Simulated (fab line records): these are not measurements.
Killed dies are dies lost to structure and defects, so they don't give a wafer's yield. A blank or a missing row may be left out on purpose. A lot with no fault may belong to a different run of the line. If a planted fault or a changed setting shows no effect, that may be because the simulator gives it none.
fab line records    flow n5-finfet
[record] lots = 24  wafers = 72  last-day = 18
route steps=1938 shown BEOL_M13@1698 BEOL_M14@1727
lots that met no fault: taken from a fault-free run of the same line
start-h: the number of hours between the record's first day and the start of the first shown wafer of the lot    wait-h: time in hours since the lot's previous step    " identical to the entry in the row above    L1.1+2: several wafers, shown together as one row    - either no value or no given start    * or withheld: withheld    < > ~ a bound
route shown NAME@n: a module of which the file shows steps, and the number in the route of the first    usual: mean and standard deviation over wafers with no fault    same: alike in all rows    chamber/n: place in a boat    sites: the reading at each site    _std_site: their standard deviation    _edge_site: the outer-site mean with the inner-site mean subtracted    radius-mm: for every site, how far away it sits from the centre of the wafer    mask NAME#n: copy n    behind: the last tool/chamber to shape the wafer    hold: cause of the lot's hold/its duration in hours/its outcome    device: which transistor (n, p or np) failed to switch    end of line: the same wafers' tests at the end of the route    step lacking rows: just its recipe    killed: at the first sort, the dies lost to defects and structure; wafer yield is something else    map: the dies of a wafer, with x for killed, . for not killed, _ for no die there
set.NAME: setting as actually run; set.NAME@STEP: the setting as run at that earlier step    model.NAME: the simulator's own value behind a step, which no gauge read
steps of the route over a sample of lots; a table a step, a row a wafer
services: a tool's chamber out of use, with start hour (start-h, from the record's first day; less than 0 if before it), hours out, and reason
[[steps]]
[step N5_BEOL_M13_OCD_MEAS_35]
[usual] trench-depth-nm = 415/5.5
lot.wafer  tool    chamber  start-h  wait-h  trench-depth-nm
L074.3     ocd-01  -        238.15   0.0     412
L074.4     "       -        "        "       410
L074.6     "       -        "        "       413
L075.1     ocd-01  -        254.62   0.0     413
L075.3     "       -        "        "       411
L075.5     "       -        "        "       408
L076.3     ocd-01  -        261.17   0.0     411
L076.5     "       -        "        "       416
L076.6     "       -        "        "       405
L077.1     ocd-02  -        263.45   0.0     416
L077.2     "       -        "        "       413
L077.6     "       -        "        "       419
L078.3     ocd-01  -        264.49   0.0     421
L078.5     "       -        "        "       420
L078.6     "       -        "        "       417
L081.1     ocd-01  -        300.22   0.0     415
L081.3     "       -        "        "       418
L081.6     "       -        "        "       410
L080.1     ocd-02  -        300.38   0.0     411
L080.2     "       -        "        "       421
L080.3     "       -        "        "       411
L082.4     ocd-01  -        300.78   0.0     412
L082.5     "       -        "        "       421
L082.6     "       -        "        "       416
L083.3     ocd-02  -        311.80   0.0     413
L083.4     "       -        "        "       417
L083.6     "       -        "        "       422
L084.1     ocd-02  -        314.57   0.0     418
L084.4     "       -        "        "       410
L084.6     "       -        "        "       416
L079.2     ocd-01  -        328.22   0.0     421
L079.3     "       -        "        "       413
L079.6     "       -        "        "       422
L085.2     ocd-02  -        337.21   0.0     417
L085.3     "       -        "        "       403
L085.4     "       -        "        "       412
L087.1     ocd-01  -        341.01   0.0     417
L087.4     "       -        "        "       414
L087.5     "       -        "        "       417
L086.1     ocd-01  -        346.53   0.0     423
L086.2     "       -        "        "       401
L086.3     "       -        "        "       413
L088.1     ocd-01  -        357.39   0.0     408
L088.3     "       -        "        "       409
L088.6     "       -        "        "       411
L089.3     ocd-01  -        357.97   0.0     416
L089.4     "       -        "        "       418
L089.6     "       -        "        "       415
L090.2     ocd-02  -        364.20   0.0     411
L090.4     "       -        "        "       401
L090.6     "       -        "        "       417
L093.2     ocd-02  -        370.15   0.0     404
L093.4     "       -        "        "       413
L093.5     "       -        "        "       401
L091.2     ocd-02  -        372.69   0.0     423
L091.4     "       -        "        "       417
L091.5     "       -        "        "       422
L096.2     ocd-01  -        395.40   0.0     421
L096.4     "       -        "        "       413
L096.6     "       -        "        "       418
L092.1     ocd-02  -        395.57   0.0     409
L092.2     "       -        "        "       421
L092.5     "       -        "        "       420
L094.3     ocd-02  -        398.95   0.0     423
L094.4     "       -        "        "       429
L094.5     "       -        "        "       424
L095.2     ocd-02  -        401.56   0.0     413
L095.3     "       -        "        "       422
L095.5     "       -        "        "       423
L097.2     ocd-02  -        403.47   0.0     414
L097.3     "       -        "        "       417
L097.5     "       -        "        "       423
[step N5_BEOL_M13_STRIP_37]
[recipe] chemistry = N2/H2  power-w = 1000  temp-c = 250  h2-frac = 0.65  overash-fraction = 0.3  pressure-mtorr = withheld  n2-flow-sccm = 1750  h2-flow-sccm = 3250
[usual] drypump-motor-current-A = 5.4/0.55  heater-power-w = 353/31  oes-product-au = 0.784/0.011
lot.wafer  tool             chamber  start-h  wait-h  drypump-motor-current-A  heater-power-w  oes-product-au  rf-hours-counter-h
L074.3     plasma-asher-01  1        238.20   0.1     4.7                      332             0.791           -
L074.4     "                0        "        "       6.0                      321             0.791           -
L074.6     "                0        "        "       6.0                      325             0.775           -
L075.1     plasma-asher-02  0        254.65   0.0     5.1                      401             0.778           125
L075.3     "                1        "        "       5.9                      356             0.791           -
L075.5     "                1        "        "       5.9                      359             0.766           -
L076.3     plasma-asher-02  0        261.23   0.1     5.1                      395             0.791           -
L076.5     "                1        "        "       5.9                      353             0.776           -
L076.6     "                0        "        "       5.1                      398             0.777           -
L077.1     plasma-asher-01  1        263.48   0.0     4.7                      335             0.781           71
L077.2     "                0        "        "       6.0                      321             0.800           71
L077.6     "                0        "        "       6.0                      320             0.778           -
L078.3     plasma-asher-02  0        264.54   0.1     5.1                      399             0.792           -
L078.5     "                1        "        "       5.9                      363             0.775           -
L078.6     "                0        "        "       5.1                      398             0.784           -
L081.1     plasma-asher-02  1        300.26   0.0     5.9                      361             0.786           132
L081.3     "                1        "        "       5.9                      359             0.784           -
L081.6     "                1        "        "       5.9                      365             0.805           -
L080.1     plasma-asher-01  0        300.42   0.0     6.0                      320             0.787           78
L080.2     "                1        "        "       4.7                      331             0.761           78
L080.3     "                1        "        "       4.7                      343             0.788           -
L082.4     plasma-asher-02  0        300.83   0.1     5.1                      391             0.782           -
L082.5     "                1        "        "       5.9                      363             0.791           -
L082.6     "                0        "        "       5.1                      398             0.770           -
L083.3     plasma-asher-02  0        311.86   0.1     5.1                      395             0.790           -
L083.4     "                1        "        "       5.9                      359             0.772           -
L083.6     "                1        "        "       5.9                      362             0.792           -
L084.1     plasma-asher-01  0        314.61   0.0     6.0                      313             0.807           81
L084.4     "                0        "        "       6.0                      315             0.775           -
L084.6     "                0        "        "       6.0                      321             0.789           -
L079.2     plasma-asher-02  0        328.25   0.0     5.1                      395             0.768           137
L079.3     "                0        "        "       5.1                      401             0.781           -
L079.6     "                0        "        "       5.1                      398             0.794           -
L085.2     plasma-asher-01  0        337.25   0.0     6.0                      320             0.775           86
L085.3     "                1        "        "       4.7                      344             0.778           -
L085.4     "                0        "        "       6.0                      320             0.791           -
L087.1     plasma-asher-01  1        341.05   0.0     4.7                      332             0.768           86
L087.4     "                0        "        "       6.0                      321             0.807           -
L087.5     "                1        "        "       4.7                      342             0.784           -
L086.1     plasma-asher-02  0        346.66   0.1     5.1                      404             0.785           140
L086.2     "                1        "        "       5.9                      353             0.794           140
L086.3     "                0        "        "       5.1                      399             0.773           -
L088.1     plasma-asher-02  0        357.43   0.0     5.1                      394             0.767           143
L088.3     "                1        "        "       5.9                      361             0.784           -
L088.6     "                0        "        "       5.1                      399             0.792           -
L089.3     plasma-asher-01  0        358.03   0.1     6.0                      323             0.801           -
L089.4     "                1        "        "       4.7                      335             0.781           -
L089.6     "                1        "        "       4.7                      331             0.774           -
L090.2     plasma-asher-02  0        364.24   0.0     5.1                      398             0.797           144
L090.4     "                0        "        "       5.1                      397             0.806           -
L090.6     "                1        "        "       5.9                      362             0.792           -
L093.2     plasma-asher-01  0        370.18   0.0     6.0                      318             0.783           93
L093.4     "                1        "        "       4.7                      332             0.778           -
L093.5     "                0        "        "       6.0                      310             0.775           -
L091.2     plasma-asher-01  1        372.73   0.0     4.7                      332             0.789           94
L091.4     "                0        "        "       6.0                      322             0.787           -
L091.5     "                0        "        "       6.0                      321             0.809           -
L096.2     plasma-asher-02  0        395.44   0.0     5.1                      390             0.791           150
L096.4     "                0        "        "       5.1                      404             0.777           -
L096.6     "                0        "        "       5.1                      400             0.776           -
L092.1     plasma-asher-01  0        395.61   0.0     6.0                      319             0.784           99
L092.2     "                1        "        "       4.7                      330             0.783           99
L092.5     "                1        "        "       4.7                      339             0.793           -
L094.3     plasma-asher-01  0        399.00   0.1     6.0                      318             0.784           -
L094.4     "                1        "        "       4.7                      331             0.781           -
L094.5     "                0        "        "       6.0                      316             0.782           -
L095.2     plasma-asher-01  1        401.60   0.0     4.7                      338             0.782           100
L095.3     "                1        "        "       4.7                      337             0.772           -
L095.5     "                1        "        "       4.7                      334             0.772           -
L097.2     plasma-asher-02  1        403.50   0.0     5.9                      359             0.783           152
L097.3     "                0        "        "       5.0                      405             0.788           -
L097.5     "                0        "        "       5.1                      396             0.782           -
[step N5_BEOL_M13_DEGAS_41]
[recipe] ambient = vacuum  temp-c = 250  time-s = 60
[usual] heater-power-w = 331/32
lot.wafer  tool            chamber  start-h  wait-h  heater-power-w
L074.3     pvd-sputter-01  -        241.19   0.4     353
L074.4     "               -        "        "       306
L074.6     "               -        "        "       365
L075.1     pvd-sputter-01  -        259.65   0.3     322
L075.3     "               -        "        "       352
L075.5     "               -        "        "       337
L076.3     pvd-sputter-03  -        262.40   0.0     306
L076.5     "               -        "        "       417
L076.6     "               -        "        "       349
L077.1     pvd-sputter-01  -        265.08   0.3     358
L077.2     "               -        "        "       307
L077.6     "               -        "        "       355
L078.3     pvd-sputter-02  -        265.26   0.4     349
L078.5     "               -        "        "       284
L078.6     "               -        "        "       339
L081.1     pvd-sputter-01  -        302.64   0.3     363
L081.3     "               -        "        "       337
L081.6     "               -        "        "       356
L080.1     pvd-sputter-03  -        302.98   0.6     305
L080.2     "               -        "        "       397
L080.3     "               -        "        "       307
L082.4     pvd-sputter-02  -        303.88   1.3     315
L082.5     "               -        "        "       285
L082.6     "               -        "        "       342
L083.3     pvd-sputter-01  -        314.28   0.5     324
L083.4     "               -        "        "       337
L083.6     "               -        "        "       296
L084.1     pvd-sputter-02  -        318.38   1.1     351
L084.4     "               -        "        "       315
L084.6     "               -        "        "       334
L079.2     pvd-sputter-03  -        332.78   0.3     324
L079.3     "               -        "        "       407
L079.6     "               -        "        "       310
L085.2     pvd-sputter-03  -        343.95   0.5     403
L085.3     "               -        "        "       303
L085.4     "               -        "        "       311
L087.1     pvd-sputter-03  -        345.81   0.3     349
L087.4     "               -        "        "       307
L087.5     "               -        "        "       409
L086.1     pvd-sputter-02  -        350.86   0.3     335
L086.2     "               -        "        "       340
L086.3     "               -        "        "       312
L088.1     pvd-sputter-02  -        360.04   0.2     308
L088.3     "               -        "        "       339
L088.6     "               -        "        "       334
L089.3     pvd-sputter-01  -        369.46   0.1     361
L089.4     "               -        "        "       340
L089.6     "               -        "        "       354
L090.2     pvd-sputter-02  -        369.67   0.2     319
L090.4     "               -        "        "       335
L090.6     "               -        "        "       311
L093.2     pvd-sputter-01  -        372.02   0.3     306
L093.4     "               -        "        "       343
L093.5     "               -        "        "       316
L091.2     pvd-sputter-03  -        373.93   0.8     314
L091.4     "               -        "        "       347
L091.5     "               -        "        "       312
L096.2     pvd-sputter-02  -        398.87   0.2     343
L096.4     "               -        "        "       330
L096.6     "               -        "        "       327
L092.1     pvd-sputter-03  -        399.95   0.5     300
L092.2     "               -        "        "       355
L092.5     "               -        "        "       297
L094.3     pvd-sputter-03  -        400.27   0.4     302
L094.4     "               -        "        "       317
L094.5     "               -        "        "       299
L095.2     pvd-sputter-01  -        402.97   0.2     349
L095.3     "               -        "        "       302
L095.5     "               -        "        "       298
L097.2     pvd-sputter-03  -        404.65   0.8     312
L097.3     "               -        "        "       352
L097.5     "               -        "        "       317
[step N5_BEOL_M13_DEP_53]
[recipe] material = SiCN  target-thk-a = 500  temp-c = withheld  precursor = 3MS/NH3  pressure-torr = 3  rf-w = 675  time-s = 17.8
[usual] showerhead-plenum-p-Torr = 4.167/0.026  throttle-valve-pct = 17.6/0.82
lot.wafer  tool      chamber  start-h  wait-h  showerhead-plenum-p-Torr  throttle-valve-pct
L074.3     pecvd-03  2        242.37   0.0     4.154                     16.8
L074.4     "         2        "        "       4.158                     17.1
L074.6     "         1        "        "       4.123                     18.0
L075.1     pecvd-02  2        260.82   0.0     4.185                     16.3
L075.3     "         1        "        "       4.119                     18.0
L075.5     "         2        "        "       4.181                     16.0
L076.3     pecvd-02  0        264.93   0.0     4.156                     19.0
L076.5     "         1        "        "       4.128                     17.9
L076.6     "         2        "        "       4.192                     16.1
L078.3     pecvd-04  2        266.98   0.0     4.175                     16.7
L078.5     "         2        "        "       4.173                     16.7
L078.6     "         0        "        "       4.196                     17.2
L077.1     pecvd-02  2        267.21   0.0     4.194                     16.4
L077.2     "         1        "        "       4.120                     17.9
L077.6     "         2        "        "       4.172                     16.4
L081.1     pecvd-03  2        303.82   0.0     4.169                     17.1
L081.3     "         0        "        "       4.199                     17.3
L081.6     "         1        "        "       4.115                     17.6
L080.1     pecvd-04  2        304.15   0.0     4.162                     16.9
L080.2     "         0        "        "       4.200                     17.0
L080.3     "         1        "        "       4.182                     18.7
L082.4     pecvd-04  0        305.21   0.0     4.187                     17.2
L082.5     "         1        "        "       4.176                     18.6
L082.6     "         2        "        "       4.174                     16.8
L083.3     pecvd-02  2        315.45   0.0     4.189                     16.4
L083.4     "         2        "        "       4.193                     16.1
L083.6     "         1        "        "       4.131                     18.2
L084.1     pecvd-03  2        319.55   0.0     4.169                     17.2
L084.4     "         0        "        "       4.185                     17.5
L084.6     "         1        "        "       4.109                     17.8
L079.2     pecvd-04  1        334.59   0.0     4.180                     18.6
L079.3     "         0        "        "       4.191                     17.1
L079.6     "         0        "        "       4.196                     17.0
L085.2     pecvd-02  2        345.13   0.0     4.175                     16.3
L085.3     "         1        "        "       4.124                     18.0
L085.4     "         0        "        "       4.155                     19.0
L087.1     pecvd-04  2        347.01   0.0     4.169                     17.0
L087.4     "         0        "        "       4.206                     17.6
L087.5     "         2        "        "       4.165                     17.0
L086.1     pecvd-02  1        352.03   0.0     4.125                     18.0
L086.2     "         2        "        "       4.202                     16.4
L086.3     "         0        "        "       4.149                     18.9
L088.1     pecvd-04  2        361.29   0.0     4.170                     17.0
L088.3     "         0        "        "       4.193                     17.2
L088.6     "         2        "        "       4.168                     17.1
L089.3     pecvd-02  0        370.64   0.0     4.160                     19.1
L089.4     "         1        "        "       4.135                     18.1
L089.6     "         2        "        "       4.182                     16.3
L090.2     pecvd-04  0        371.09   0.0     4.206                     17.4
L090.4     "         0        "        "       4.208                     17.4
L090.6     "         1        "        "       4.166                     18.6
L093.2     pecvd-04  2        373.19   0.0     4.182                     17.2
L093.4     "         0        "        "       4.214                     17.0
L093.5     "         2        "        "       4.177                     17.0
L091.2     pecvd-04  2        375.27   0.0     4.169                     17.3
L091.4     "         1        "        "       4.171                     18.6
L091.5     "         2        "        "       4.165                     17.0
L096.2     pecvd-03  2        400.04   0.0     4.160                     17.1
L096.4     "         0        "        "       4.187                     17.4
L096.6     "         2        "        "       4.166                     17.0
L092.1     pecvd-03  2        401.25   0.0     4.160                     17.3
L092.2     "         0        "        "       4.181                     17.6
L092.5     "         1        "        "       4.123                     17.8
L094.3     pecvd-02  2        401.57   0.0     4.187                     16.8
L094.4     "         0        "        "       4.159                     18.9
L094.5     "         0        "        "       4.143                     18.8
L095.2     pecvd-04  2        404.15   0.0     4.164                     17.2
L095.3     "         0        "        "       4.193                     17.1
L095.5     "         1        "        "       4.176                     18.6
L097.2     pecvd-04  2        405.83   0.0     4.175                     17.3
L097.3     "         0        "        "       4.190                     17.3
L097.5     "         2        "        "       4.169                     17.0
[step N5_BEOL_M14_OVL_MEAS_11]
[recipe] points-per-wafer = 44
[usual] V13_OVL = 0/5.5
lot.wafer  tool        chamber  start-h  wait-h  V13_OVL[nm]
L074.3     overlay-02  0        243.13   0.1     5
L074.4     "           0        "        "       2
L074.6     "           0        "        "       0
L075.1     overlay-01  0        261.48   0.0     7
L075.3     "           0        "        "       -5
L075.5     "           0        "        "       -8
L076.3     overlay-01  0        265.59   0.0     3
L076.5     "           0        "        "       -3
L076.6     "           0        "        "       -3
L078.3     overlay-02  0        267.64   0.0     0
L078.5     "           0        "        "       1
L078.6     "           0        "        "       4
L077.1     overlay-01  0        268.00   0.0     -10
L077.2     "           0        "        "       -4
L077.6     "           0        "        "       -4
L081.1     overlay-02  0        304.60   0.0     3
L081.3     "           0        "        "       5
L081.6     "           0        "        "       1
L080.1     overlay-02  0        304.81   0.0     6
L080.2     "           0        "        "       6
L080.3     "           0        "        "       -2
L082.4     overlay-02  0        305.97   0.0     -2
L082.5     "           0        "        "       0
L082.6     "           0        "        "       3
L083.3     overlay-01  0        316.23   0.0     1
L083.4     "           0        "        "       7
L083.6     "           0        "        "       -2
L084.1     overlay-02  0        320.29   0.0     8
L084.4     "           0        "        "       2
L084.6     "           0        "        "       4
L079.2     overlay-02  0        335.37   0.0     -6
L079.3     "           0        "        "       -6
L079.6     "           0        "        "       -6
L085.2     overlay-01  0        345.80   0.0     1
L085.3     "           0        "        "       2
L085.4     "           0        "        "       2
L087.1     overlay-01  0        347.79   0.0     2
L087.4     "           0        "        "       10
L087.5     "           0        "        "       2
L086.1     overlay-01  0        352.69   0.0     -2
L086.2     "           0        "        "       11
L086.3     "           0        "        "       -5
L088.1     overlay-02  0        362.07   0.0     4
L088.3     "           0        "        "       4
L088.6     "           0        "        "       -5
L089.3     overlay-02  0        371.29   0.0     -4
L089.4     "           0        "        "       -3
L089.6     "           0        "        "       -2
L090.2     overlay-01  0        371.89   0.0     8
L090.4     "           0        "        "       12
L090.6     "           0        "        "       6
L093.2     overlay-01  0        373.85   0.0     11
L093.4     "           0        "        "       12
L093.5     "           0        "        "       4
L091.2     overlay-02  0        375.92   0.0     -9
L091.4     "           0        "        "       -10
L091.5     "           0        "        "       -3
L096.2     overlay-01  0        400.90   0.0     -2
L096.4     "           0        "        "       -3
L096.6     "           0        "        "       -4
L092.1     overlay-01  0        402.03   0.0     -3
L092.2     "           0        "        "       0
L092.5     "           0        "        "       1
L094.3     overlay-01  0        402.22   0.0     5
L094.4     "           0        "        "       5
L094.5     "           0        "        "       6
L095.2     overlay-01  0        404.93   0.0     -9
L095.3     "           0        "        "       -6
L095.5     "           0        "        "       -3
L097.2     overlay-01  0        406.51   0.0     10
L097.3     "           0        "        "       1
L097.5     "           0        "        "       -2
[step N5_BEOL_M14_CD_MEAS_28]
[recipe] target-cd-nm = 284.4  landing-energy-ev = 500  detector = se-inlens
[usual] cd-nm = 284.8/1.6
[same] landing-energy-ev = 500
lot.wafer  tool       chamber  start-h  wait-h  cd-nm
L074.3     cd-sem-03  0        243.95   -       283.3
L074.4     "          0        "        "       283.4
L074.6     "          0        "        "       282.6
L075.1     cd-sem-01  0        263.09   -       286.0
L075.3     "          0        "        "       286.3
L075.5     "          0        "        "       287.3
L076.3     cd-sem-03  0        266.62   -       282.3
L076.5     "          0        "        "       285.8
L076.6     "          0        "        "       282.8
L078.3     cd-sem-02  0        268.97   -       285.7
L078.5     "          0        "        "       285.5
L078.6     "          0        "        "       285.5
L077.1     cd-sem-03  0        269.12   -       289.5
L077.2     "          0        "        "       287.5
L077.6     "          0        "        "       286.8
L081.1     cd-sem-03  0        305.54   -       285.5
L081.3     "          0        "        "       286.4
L081.6     "          0        "        "       287.6
L080.1     cd-sem-02  0        305.93   -       285.0
L080.2     "          0        "        "       281.9
L080.3     "          0        "        "       286.2
L082.4     cd-sem-03  0        307.33   -       288.5
L082.5     "          0        "        "       286.1
L082.6     "          0        "        "       284.0
L083.3     cd-sem-01  0        317.21   -       285.5
L083.4     "          0        "        "       283.1
L083.6     "          0        "        "       284.4
L084.1     cd-sem-01  0        321.11   -       285.8
L084.4     "          0        "        "       286.1
L084.6     "          0        "        "       284.4
L079.2     cd-sem-02  0        336.32   -       282.6
L079.3     "          0        "        "       284.9
L079.6     "          0        "        "       284.1
L085.2     cd-sem-02  0        346.74   -       286.6
L085.3     "          0        "        "       285.5
L085.4     "          0        "        "       282.6
L087.1     cd-sem-01  0        348.67   -       283.6
L087.4     "          0        "        "       284.9
L087.5     "          0        "        "       281.2
L086.1     cd-sem-03  0        353.63   -       285.8
L086.2     "          0        "        "       282.8
L086.3     "          0        "        "       280.6
L088.1     cd-sem-03  0        363.02   -       284.5
L088.3     "          0        "        "       284.9
L088.6     "          0        "        "       284.2
L089.3     cd-sem-03  0        372.40   -       284.7
L089.4     "          0        "        "       287.0
L089.6     "          0        "        "       287.6
L090.2     cd-sem-02  0        372.87   -       284.5
L090.4     "          0        "        "       283.5
L090.6     "          0        "        "       282.5
L093.2     cd-sem-03  0        374.75   -       283.5
L093.4     "          0        "        "       286.7
L093.5     "          0        "        "       284.9
L091.2     cd-sem-03  0        376.74   -       283.3
L091.4     "          0        "        "       285.5
L091.5     "          0        "        "       284.4
L096.2     cd-sem-02  0        401.73   -       283.5
L096.4     "          0        "        "       286.7
L096.6     "          0        "        "       282.4
L092.1     cd-sem-03  0        402.85   -       284.3
L092.2     "          0        "        "       285.9
L092.5     "          0        "        "       284.9
L094.3     cd-sem-01  0        403.16   -       286.5
L094.4     "          0        "        "       285.4
L094.5     "          0        "        "       286.8
L095.2     cd-sem-01  0        405.75   -       287.5
L095.3     "          0        "        "       285.2
L095.5     "          0        "        "       286.0
L097.2     cd-sem-03  0        407.33   -       285.5
L097.3     "          0        "        "       283.9
L097.5     "          0        "        "       286.5
[[services]]
tool             chamber  start-h  hours  kind
pecvd-04         2        233.81   14.8   repair
pecvd-04         -        237.05   0.8    repair
plasma-asher-01  -        245.94   0.5    repair
pecvd-03         -        255.45   3.2    repair
pecvd-03         0        264.70   12.5   repair
pecvd-04         -        264.72   2.1    repair
pecvd-02         2        268.35   5.5    scheduled-down
pvd-sputter-01   -        272.12   7.8    repair
plasma-asher-02  -        285.58   2.8    pm
pecvd-03         0        286.79   6.2    repair
pecvd-03         1        289.53   4.4    repair
plasma-asher-02  -        325.39   0.6    repair
pvd-sputter-01   -        353.12   1.8    repair
pecvd-02         1        383.62   -      clean
pecvd-02         1        383.62   -      consumable-replace:showerhead
pecvd-02         1        383.62   29.0   scheduled-down
pecvd-02         1        383.62   29.0   vent-cycle
pecvd-02         -        385.94   0.4    repair
pvd-sputter-03   -        400.63   1.9    repair
plasma-asher-01  -        403.05   1.7    repair
[[key]]
fault none
